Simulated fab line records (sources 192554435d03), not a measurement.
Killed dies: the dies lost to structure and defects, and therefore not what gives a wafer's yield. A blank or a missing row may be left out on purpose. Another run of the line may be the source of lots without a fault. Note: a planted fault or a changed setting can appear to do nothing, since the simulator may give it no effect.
Struck lot and sound lot, side by side :: flow n5-finfet :: 37 out of 1938 route steps
Sound: these wafers, L795.2, L795.3, L795.5. Struck: wafer L799.3. (L799.6 of the same lot was not struck and is left out.) The cause comes at the end.
At each step with rows: each side's tool, then ch and its chambers, then its first start. Under that, the readings that differ: sound wafers :: struck wafers :: difference of the means :: sigmas: that difference in standard deviations of wafers without a fault.
alike: readings with means less than 2 such deviations apart, plus words and numbers identical on both sides. not compared: withheld readings, readings lacking a value on some wafer, bounds such as >300 that could conceal the same value, and numbers that have no deviation in the record and whose values overlap.
A row with sigmas, a row that says differs or no value, or rows on one side alone: a step with any of these is where the two part. Numbers that don't overlap but have no deviation are shown without sigmas and don't part them. A reading missing from all wafers of one side parts the sides only when that side holds two or more wafers.

first, 9 steps without rows for these wafers: N5_PMOS_HMC_CHANNEL_EPI_EPI_26 (deposits Si from SiH4/H2, target thk 3.8 nm, time 22.7 s); N5_FIN_SAQP_PRECLEAN_42 (cleans in O3/DIW, time 60 s); N5_FIN_SAQP_PRECLEAN_00 (cleans in SC1, time 60 s); N5_FIN_SAQP_PRECLEAN_44 (cleans in SC2, time 45 s); N5_FIN_SAQP_SRD_01 (time 30 s); N5_FIN_SAQP_ALD_61 (deposits SiO2, target thk 4 nm, pulse time 1 s, purge time 2 s); N5_FIN_SAQP_DENSIFY_62 (time 60 s); N5_FIN_SAQP_HM_DEP_03 (deposits SiNx from SiH4/NH3/N2, target thk 38 nm, time 33.6 s); N5_FIN_SAQP_PECVD_47 (deposits a-Si from SiH4/He, target thk 45 nm, time 36.3 s).
N5_FIN_SAQP_PECVD_48: deposits SiNx from SiH4/NH3/N2, target thk 25 nm, time 22.1 s.
  sound on pecvd-01 ch 0,1,2, day 4 21:10; struck on pecvd-03 ch 2, day 5 21:05
reading: model.SiNx_of_FIN_SAQP_PECVD_48.thk-nm (nm)
sound: 24.57 24.67 24.96
struck: 35.07
difference: +10.34
sigmas: 
  alike: heater-power-w, showerhead-plenum-p-Torr, throttle-valve-pct
then, 24 steps without rows for these wafers: N5_FIN_SAQP_PECVD_06 (deposits a-Si from SiH4/He, target thk 60 nm, time 48.1 s); N5_FIN_SAQP_HM_DEP_72 (deposits SiO2 from SiH4/N2O, target thk 12 nm, time 7.2 s); N5_FIN_SAQP_COAT_49 (time 60 s, resist thk 100 nm); N5_FIN_SAQP_COAT_50 (time 60 s, resist thk 35 nm); N5_FIN_SAQP_COAT_10 (resist thk 90 nm); N5_FIN_SAQP_EBR_12; N5_FIN_SAQP_SOFTBAKE_11 (time 60 s); N5_FIN_SAQP_EXPOSE_13 (exposes mask FIN CORE, target cd 35.6 nm); N5_FIN_SAQP_PEB_14 (peb time 60 s); N5_FIN_SAQP_DEVELOP_15 (develop time 30 s); N5_FIN_SAQP_DESCUM_21 (chemistry O2, time 7.9 s); N5_FIN_SAQP_ETCH_51 (etches SiARC in CF4, target depth 45.5 nm, time 75.8 s); N5_FIN_SAQP_ETCH_52 (etches SOC in N2/H2, target depth 100 nm, overetch 20 nm, time 150 s); N5_FIN_SAQP_STRIP_53 (strips in N2/H2); N5_FIN_SAQP_HM_OPEN_73 (chemistry CHF3/O2, target SiO2, stops on a-Si, target depth 12 nm, time 16.8 s); N5_FIN_SAQP_STRIP_74 (strips in CHF3/O2); N5_FIN_SAQP_MANDREL_ETCH_22 (etches a-Si in HBr/Cl2, stops on SiNx, target depth 60 nm, bt time 10 s, time 30 s); N5_FIN_SAQP_STRIP_55 (strips in N2/H2); N5_FIN_SAQP_STRIP_23 (strips in SPM, time 750 s); N5_FIN_SAQP_SRD_66 (time 30 s); N5_FIN_SAQP_RECESS_75 (chemistry HF/NH3, target SiO2, target depth 14.4 nm, afs cycles 3, sublimation time 60 s); N5_FIN_SAQP_SPACER1_ALD_24 (deposits SiO2, target thk 20.3 nm, pulse time 1 s, purge time 2 s); N5_FIN_SAQP_SPACER1_ETCHBACK_25 (etches SiO2 in CHF3/O2, target depth 24.4 nm, time 12.2 s); N5_FIN_SAQP_MANDREL1_REMOVE_56 (chemistry HBr/Cl2/O2, target a-Si, stops on SiNx, bt time 10 s).
N5_FIN_SAQP_ETCH_57: etches SiNx in CH3F/O2, target depth 32.5 nm, time 46.4 s.
  sound on rie-diel-01 ch 0,1,3, day 5 02:46; struck on rie-diel-06 ch 3, day 5 23:59
reading: etch-rf-on-time-s (s)
sound: 44.2 44.7 45.4
struck: 65.2
difference: +20.4
sigmas: +24

reading: model.etch.depth-nm (nm)
sound: 24.57 24.6 24.9
struck: 35.07
difference: +10.38
sigmas: 
  alike: drypump-motor-current-A, oes-product-au, rf-vpp-V, showerhead-plenum-p-Torr, throttle-valve-pct
  not compared: rf-hours-counter-h
-- record jumps: 8 days separate the struck wafers' starts on either side; left off in module FIN_SAQP, taken up again in module BEOL_M4, whose first shown step is the route's number 1111 --
N5_BEOL_M4_RC_MEAS_101:
  sound on prober-02 ch 0, day 13 02:11; struck on prober-02 ch 0, day 14 08:35
  alike: DIBL_N, DIBL_P, IOFF_N, IOFF_P, ION_N, ION_P, SS_N, SS_P, VT_N, VT_P
next, for these wafers, 1 step has no rows: N5_PASSIVATION_PROBE_49.

== WHERE THEY PART ==
N5_FIN_SAQP_ETCH_57 only, going by this record. Later steps at which nothing parts them and some readings are alike: N5_BEOL_M4_RC_MEAS_101.

WHY: the cause the simulator had injected
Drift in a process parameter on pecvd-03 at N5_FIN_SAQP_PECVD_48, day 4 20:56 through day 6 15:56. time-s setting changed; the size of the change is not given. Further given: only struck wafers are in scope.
